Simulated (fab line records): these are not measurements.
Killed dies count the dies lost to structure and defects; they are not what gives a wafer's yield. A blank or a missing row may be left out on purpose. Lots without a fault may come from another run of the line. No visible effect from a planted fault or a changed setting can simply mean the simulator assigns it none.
Chamber matching / flow nand-harc / NHARC_P_M0_ETCH_34 on rie-diel-08 has 4 sister chambers
The step etches the open film in N2/H2, target depth 40 nm, overetch 12 nm, time 43.94 s. 4 wafers are shown with their chamber, then 7 later ones without.

WAFERS, EACH WITH ITS CHAMBER
wafer=L083.5; chamber=1; showerhead-plenum-p-Torr (Torr)=2.19
wafer=L087.5; chamber=3; showerhead-plenum-p-Torr (Torr)=1.90
wafer=L093.4; chamber=0; showerhead-plenum-p-Torr (Torr)=1.96
wafer=L093.5; chamber=2; showerhead-plenum-p-Torr (Torr)=2.02

WAFERS WITHOUT THEIR CHAMBER
wafer=L093.6; showerhead-plenum-p-Torr (Torr)=1.90
wafer=L095.1; showerhead-plenum-p-Torr (Torr)=2.03
wafer=L095.2; showerhead-plenum-p-Torr (Torr)=1.96
wafer=L095.4; showerhead-plenum-p-Torr (Torr)=2.19
wafer=L096.3; showerhead-plenum-p-Torr (Torr)=1.90
wafer=L096.5; showerhead-plenum-p-Torr (Torr)=2.03
wafer=L096.6; showerhead-plenum-p-Torr (Torr)=1.90

WHICH CHAMBER EACH ONE RAN IN
wafer=L093.6; from the rows above=3; in truth=3
wafer=L095.1; from the rows above=2; in truth=2
wafer=L095.2; from the rows above=0; in truth=0
wafer=L095.4; from the rows above=1; in truth=1
wafer=L096.3; from the rows above=3; in truth=3
wafer=L096.5; from the rows above=2; in truth=2
wafer=L096.6; from the rows above=3; in truth=3
Correctly placed: 7 of 7. Number that these rows cannot place: 0. Placed wrongly: 0.
How it was worked out, from the rows above alone: a wafer's distance from a chamber is the root of the sum, over the readings, of the square of ((its reading less the chamber's mean) divided by the reading's scatter). The wafer belongs to the nearest chamber; if the next one is less than 2 further off, it can't be placed. Each chamber's mean is taken over the wafers shown for it. The scatter (one wafer shown for each chamber): square how far every hidden wafer sits from the nearest shown wafer, average those squares and take the square root.
